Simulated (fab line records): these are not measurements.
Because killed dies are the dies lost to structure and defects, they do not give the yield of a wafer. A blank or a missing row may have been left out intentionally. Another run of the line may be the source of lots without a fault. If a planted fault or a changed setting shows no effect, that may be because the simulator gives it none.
The tool behind it: which one? / flow nand harc / 13 lots with 39 wafers sampled at 5 steps, on a route of 1302 steps

## WHAT THE GAUGES SHOWED, per wafer
NHARC_A_SOURCE_PLATE_INSPECT_08.
lot=L997; measured=day 8 01:10; on=defect inspect-02; raw defect count=53 75 58
lot=L999; measured=day 8 16:50; on=defect inspect-02; raw defect count=61 45 34
lot=L100; measured=day 9 08:57; on=defect inspect-02; raw defect count=76 90 82
lot=L101; measured=day 9 15:47; on=defect inspect-02; raw defect count=38 74 39
lot=L102; measured=day 10 02:18; on=defect inspect-01; raw defect count=65 28 56
lot=L103; measured=day 10 19:41; on=defect inspect-01; raw defect count=41 67 32
lot=L107; measured=day 12 08:43; on=defect inspect-01; raw defect count=80 41 38
lot=L111; measured=day 13 19:41; on=defect inspect-02; raw defect count=382 385 370 390 386 377
lot=L110; measured=day 13 19:41; on=defect inspect-01; raw defect count=119 49 63
lot=L112; measured=day 14 10:51; on=defect inspect-01; raw defect count=362 374 391 364 375 384
lot=L113; measured=day 14 23:26; on=defect inspect-02; raw defect count=38 60 32
lot=L119; measured=day 17 07:49; on=defect inspect-02; raw defect count=34 24 38
lot=L118; measured=day 17 07:49; on=defect inspect-01; raw defect count=116 75 63

NHARC_A_ONON_D1_THK_MEAS_14: measures by ellipsometry.
lot=L997; measured=day 8 04:01; on=film metro-02; thk nm (nm)=1010 1008 1007
lot=L999; measured=day 8 19:40; on=film metro-02; thk nm (nm)=994 996 998
lot=L100; measured=day 9 11:47; on=film metro-01; thk nm (nm)=992 993 991
lot=L101; measured=day 9 18:38; on=film metro-02; thk nm (nm)=999 998 996
lot=L102; measured=day 10 05:08; on=film metro-02; thk nm (nm)=987 986 985
lot=L103; measured=day 10 22:32; on=film metro-01; thk nm (nm)=997 997 999
lot=L107; measured=day 12 11:33; on=film metro-02; thk nm (nm)=986 987 986
lot=L111; measured=day 14 01:12; on=film metro-01; thk nm (nm)=1014 1013 1012
lot=L110; measured=day 13 22:32; on=film metro-02; thk nm (nm)=1006 1005 1005
lot=L112; measured=day 14 21:23; on=film metro-01; thk nm (nm)=1001 998 999
lot=L113; measured=day 15 02:16; on=film metro-01; thk nm (nm)=1019 1019 1019
lot=L119; measured=day 17 10:39; on=film metro-02; thk nm (nm)=994 993 994
lot=L118; measured=day 17 10:39; on=film metro-01; thk nm (nm)=993 993 994

NHARC_A_ONON_D1_THK_MEAS_24: measures by ellipsometry.
lot=L997; measured=day 8 13:13; on=film metro-02; thk nm (nm)=992 992 990
lot=L999; measured=day 9 04:38; on=film metro-01; thk nm (nm)=1005 1007 1005
lot=L100; measured=day 9 20:58; on=film metro-02; thk nm (nm)=999 997 999
lot=L101; measured=day 10 03:36; on=film metro-01; thk nm (nm)=1012 1012 1010
lot=L102; measured=day 10 14:59; on=film metro-01; thk nm (nm)=1011 1011 1011
lot=L103; measured=day 11 10:49; on=film metro-02; thk nm (nm)=997 998 997
lot=L107; measured=day 12 23:02; on=film metro-01; thk nm (nm)=994 994 994
lot=L111; measured=day 14 07:29; on=film metro-02; thk nm (nm)=989 989 989
lot=L110; measured=day 14 07:27; on=film metro-01; thk nm (nm)=1003 1002 1004
lot=L112; measured=day 15 02:56; on=film metro-01; thk nm (nm)=1008 1008 1008
lot=L113; measured=day 15 11:14; on=film metro-01; thk nm (nm)=983 983 981
lot=L119; measured=day 17 21:08; on=film metro-02; thk nm (nm)=1014 1012 1012
lot=L118; measured=day 17 21:07; on=film metro-01; thk nm (nm)=1022 1020 1021

## TOOL THAT RAN EACH LOT (tool first, then ch and the chambers of the sampled wafers, then the start)
lot=L997; NHARC_P_BONDPAD_PVD_27=pvd sputter-01, day 7 04:23 or earlier; NHARC_A_SOURCE_PLATE_PRECLEAN_00=wet bench-09 ch 0,3,7, day 7 04:23
lot=L999; NHARC_P_BONDPAD_PVD_27=pvd sputter-02, day 7 21:02 or earlier; NHARC_A_SOURCE_PLATE_PRECLEAN_00=wet bench-09 ch 1,3,4, day 7 21:02
lot=L100; NHARC_P_BONDPAD_PVD_27=pvd sputter-01, day 8 10:53 or earlier; NHARC_A_SOURCE_PLATE_PRECLEAN_00=wet bench-03 ch 0,3,4, day 8 10:53
lot=L101; NHARC_P_BONDPAD_PVD_27=pvd sputter-03, day 8 19:10 or earlier; NHARC_A_SOURCE_PLATE_PRECLEAN_00=wet bench-07 ch 0,4,7, day 8 19:10
lot=L102; NHARC_P_BONDPAD_PVD_27=pvd sputter-01, day 9 05:31 or earlier; NHARC_A_SOURCE_PLATE_PRECLEAN_00=wet bench-07 ch 2,6,7, day 9 05:31
lot=L103; NHARC_P_BONDPAD_PVD_27=pvd sputter-02, day 9 20:26 or earlier; NHARC_A_SOURCE_PLATE_PRECLEAN_00=wet bench-09 ch 0,1,2, day 9 20:26
lot=L107; NHARC_P_BONDPAD_PVD_27=pvd sputter-01, day 11 11:32 or earlier; NHARC_A_SOURCE_PLATE_PRECLEAN_00=wet bench-07 ch 0,2,5, day 11 11:32
lot=L111; NHARC_P_BONDPAD_PVD_27=pvd sputter-03, day 12 22:33 or earlier; NHARC_A_SOURCE_PLATE_PRECLEAN_00=wet bench-07 ch 1,5,6, day 12 22:33
lot=L110; NHARC_P_BONDPAD_PVD_27=pvd sputter-01, day 13 01:20 or earlier; NHARC_A_SOURCE_PLATE_PRECLEAN_00=wet bench-03 ch 1,5,6, day 13 01:20
lot=L112; NHARC_P_BONDPAD_PVD_27=pvd sputter-02, day 13 12:04 or earlier; NHARC_A_SOURCE_PLATE_PRECLEAN_00=wet bench-07 ch 1,2,7, day 13 12:04
lot=L113; NHARC_P_BONDPAD_PVD_27=pvd sputter-03, day 13 20:53 or earlier; NHARC_A_SOURCE_PLATE_PRECLEAN_00=wet bench-09 ch 2,3,4, day 13 20:53
lot=L119; NHARC_P_BONDPAD_PVD_27=pvd sputter-03, day 16 10:34 or earlier; NHARC_A_SOURCE_PLATE_PRECLEAN_00=wet bench-07 ch 2,3,5, day 16 10:34
lot=L118; NHARC_P_BONDPAD_PVD_27=pvd sputter-03, day 16 12:02 or earlier; NHARC_A_SOURCE_PLATE_PRECLEAN_00=wet bench-07 ch 2,4,5, day 16 12:02
- NHARC_P_BONDPAD_PVD_27: deposits Cu, target thk 30 nm, time 20.49 s.
- NHARC_A_SOURCE_PLATE_PRECLEAN_00: cleans in HF-LAST, time 60 s.

## WHAT THE TOOLS THEMSELVES READ (means of the sampled wafers that have a number; where no wafer has one, the mark that the record gives instead)
NHARC_P_BONDPAD_PVD_27.
lot=L997; tool=pvd sputter-01; throttle valve pct (%)=29.3
lot=L999; tool=pvd sputter-02; throttle valve pct (%)=29.9
lot=L100; tool=pvd sputter-01; throttle valve pct (%)=29.2
lot=L101; tool=pvd sputter-03; throttle valve pct (%)=30.6
lot=L102; tool=pvd sputter-01; throttle valve pct (%)=29.3
lot=L103; tool=pvd sputter-02; throttle valve pct (%)=30.4
lot=L107; tool=pvd sputter-01; throttle valve pct (%)=29.0
lot=L111; tool=pvd sputter-03; throttle valve pct (%)=30.9
lot=L110; tool=pvd sputter-01; throttle valve pct (%)=29.1
lot=L112; tool=pvd sputter-02; throttle valve pct (%)=30.4
lot=L113; tool=pvd sputter-03; throttle valve pct (%)=31.1
lot=L119; tool=pvd sputter-03; throttle valve pct (%)=31.2
lot=L118; tool=pvd sputter-03; throttle valve pct (%)=30.9

## THE ANSWER, worked out from the rows above alone
Rule: the lots themselves supply what counts as usual. The widest of any qualifying gaps counts: lots, ordered by their means at a reading, are off when they make up no more than a third of the lots, leave a main group of 4 or more, and stand apart from it by 3 or more times the standard deviation of that group's means. Not used: any main group whose means are identical at the precision the tables above print for the reading. Also off: a lot with no number at a reading for which 4 or more lots have one. The other lots that the step has rows for count as sound. First the gauges in route order, then the tools' own readings, where a lot's mean is used as printed above. The first step at which some lot is off is used, and at that step the reading that is off furthest; a lot without a number counts as furthest.
Off: L111, L112, at NHARC_A_SOURCE_PLATE_INSPECT_08 (raw defect count). The main group: mean 57, standard deviation 16.
A tool fits if, at a process step before that reading, it ran every lot that is off, and no sound lot after the first of them. Gauges at NHARC_A_SOURCE_PLATE_INSPECT_08: tried the same way as those tools. NHARC_P_BONDPAD_PVD_27 gives no start for some lots, so the hours and the order of its lots are those of NHARC_A_SOURCE_PLATE_PRECLEAN_00. No candidate that was tried fits.

## WHAT THE SIMULATOR HAD PUT IN
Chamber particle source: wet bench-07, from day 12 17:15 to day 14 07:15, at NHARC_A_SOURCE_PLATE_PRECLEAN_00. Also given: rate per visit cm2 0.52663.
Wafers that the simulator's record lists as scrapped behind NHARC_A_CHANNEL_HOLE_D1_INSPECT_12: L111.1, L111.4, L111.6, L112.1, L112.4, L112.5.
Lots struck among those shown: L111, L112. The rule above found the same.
